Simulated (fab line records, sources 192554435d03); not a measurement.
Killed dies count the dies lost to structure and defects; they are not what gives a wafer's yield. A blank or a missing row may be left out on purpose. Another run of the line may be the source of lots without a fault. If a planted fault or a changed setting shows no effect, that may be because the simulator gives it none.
Split-lot experiment ; flow n5Finfet ; 39 wafers read from 7 lots, route of 1938 steps

## ON THE SPLIT
At N5_FIN_SAQP_HM_DEP_72 (deposits SiO2 from SiH4/N2O, target thk 12 nm, time 7.2 s), the setting targetThkA was moved away from the recipe's 120 angstrom on 18 of the 39 wafers read, by -41.2% to +55.9%. This setting was run at the recipe's value on the other wafers.

## FROM THE SPLIT TO THE READING: what the file shows between them, 4 steps
- N5_FIN_SAQP_COAT_49: time 60 s, resist thk 100 nm
- N5_FIN_SAQP_COAT_50: time 60 s, resist thk 35 nm
- N5_FIN_SAQP_ETCH_52: etches SOC in N2/H2, target depth 100 nm, overetch 20 nm, time 150 s
- N5_FIN_SAQP_STRIP_53: strips in N2/H2

## THE READING
etch.depthNm (the simulator's own value, which no gauge read), in nm, at N5_FIN_SAQP_HM_OPEN_73 (chemistry CHF3/O2, target SiO2, stops on a-Si, target depth 12 nm, time 16.8 s). The file gives no usual value for it. Here, 21 wafers ran the recipe; their average is 11.881 nm with a standard deviation of 0.19 nm.

wafer;tool, chamber at the split;targetThkA as run, angstrom;against the recipe;etch.depthNm, nm;against lot-mates on the recipe
L074.1;pecvd-02, 0;120;recipe;11.67;-
L074.2;pecvd-02, 1;170.3;+41.9%;16.7;+4.797
L074.3;pecvd-02, 2;170.3;+41.9%;16.75;+4.847
L074.4;pecvd-02, 2;120;recipe;12.04;-
L074.5;pecvd-02, 1;170.3;+41.9%;16.96;+5.057
L074.6;pecvd-02, 0;120;recipe;12;-
L078.1;pecvd-02, 0;186.8;+55.7%;18.38;+6.347
L078.2;pecvd-02, 1;186.8;+55.7%;18.57;+6.537
L078.3;pecvd-02, 2;120;recipe;12.03;-
L078.4;pecvd-02, 1;186.8;+55.7%;18.71;+6.677
L078.5;pecvd-02, 2;120;recipe;11.99;-
L078.6;pecvd-02, 0;120;recipe;12.08;-
L080.1;pecvd-02, 1;183.3;+52.8%;18.18;+6.087
L080.2;pecvd-02, 2;120;recipe;12.02;-
L080.3;pecvd-02, 0;120;recipe;11.9;-
L080.4;pecvd-02, 1;183.3;+52.8%;18.63;+6.537
L080.5;pecvd-02, 2;120;recipe;12.36;-
L080.6;pecvd-02, 0;183.3;+52.8%;18.46;+6.367
L081.1;pecvd-03, 0;120;recipe;11.87;-
L081.2;pecvd-03, 1;120;recipe;11.56;-
L081.3;pecvd-03, 2;187.1;+55.9%;18.3;+6.557
L081.4;pecvd-03, 0;187.1;+55.9%;18.59;+6.847
L081.5;pecvd-03, 2;187.1;+55.9%;18.65;+6.907
L081.6;pecvd-03, 1;120;recipe;11.8;-
L082.3;pecvd-03, 1;120;recipe;11.61;-
L082.4;pecvd-03, 0;120;recipe;11.9;-
L082.5;pecvd-03, 2;120;recipe;11.84;-
L083.1;pecvd-01, 1;70.59;-41.2%;6.815;-4.965
L083.2;pecvd-01, 0;120;recipe;11.5;-
L083.3;pecvd-01, 1;120;recipe;11.88;-
L083.4;pecvd-01, 0;120;recipe;11.96;-
L083.5;pecvd-01, 1;70.59;-41.2%;6.962;-4.818
L083.6;pecvd-01, 0;70.59;-41.2%;6.883;-4.897
L097.1;pecvd-01, 1;120;recipe;11.7;-
L097.2;pecvd-01, 2;171.3;+42.8%;17.04;+5.210
L097.3;pecvd-01, 0;120;recipe;11.95;-
L097.4;pecvd-01, 2;171.3;+42.8%;17.25;+5.420
L097.5;pecvd-01, 0;171.3;+42.8%;17.32;+5.490
L097.6;pecvd-01, 1;120;recipe;11.84;-

THE FIT
A straight line over all 39 wafers: etch.depthNm changes by +0.121 nm for each +1% of targetThkA; r = +1.00; the points scatter about the line by 0.19 nm.
The same after taking each lot's own level away (the mean of its wafers on the recipe; 39 wafers): +0.12 nm for each +1%; r = +1.00; scatter 0.17 nm.
The reading moves by 6.7 nm for the largest change in targetThkA, on that fit.
Measured against the standard deviation above, the lots' own levels, which go from 11.7433 to 12.0933 nm, span 1.8 times it.
So the lot-to-lot level changes the slope little: the two slopes agree.
Check: for one of the wafers moved furthest among these (+55.9%), held out of the fit, the line's prediction against its lot-mates is +6.71 nm. It came out at +6.56 nm against them.

## THE WHOLE CHAIN: every reading that the file lists as answering this split, in the file's order
step;what it does;reading;change (the file's fit);r (the file's)
N5_FIN_SAQP_HM_DEP_72;deposits SiO2 from SiH4/N2O, target thk 12 nm, time 7.2 s;SiO2_of_FIN_SAQP_HM_DEP_72.thkNm (the simulator's own value, which no gauge read);+0.12 nm for each +1% of the setting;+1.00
N5_FIN_SAQP_HM_OPEN_73;chemistry CHF3/O2, target SiO2, stops on a-Si, target depth 12 nm, time 16.8 s;etch.depthNm (the simulator's own value, which no gauge read);+0.12 nm for each +1% of the setting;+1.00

## THE FILE'S OWN FIT
etch.depthNm changes by +0.12 nm for each +1% of targetThkA, r = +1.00.
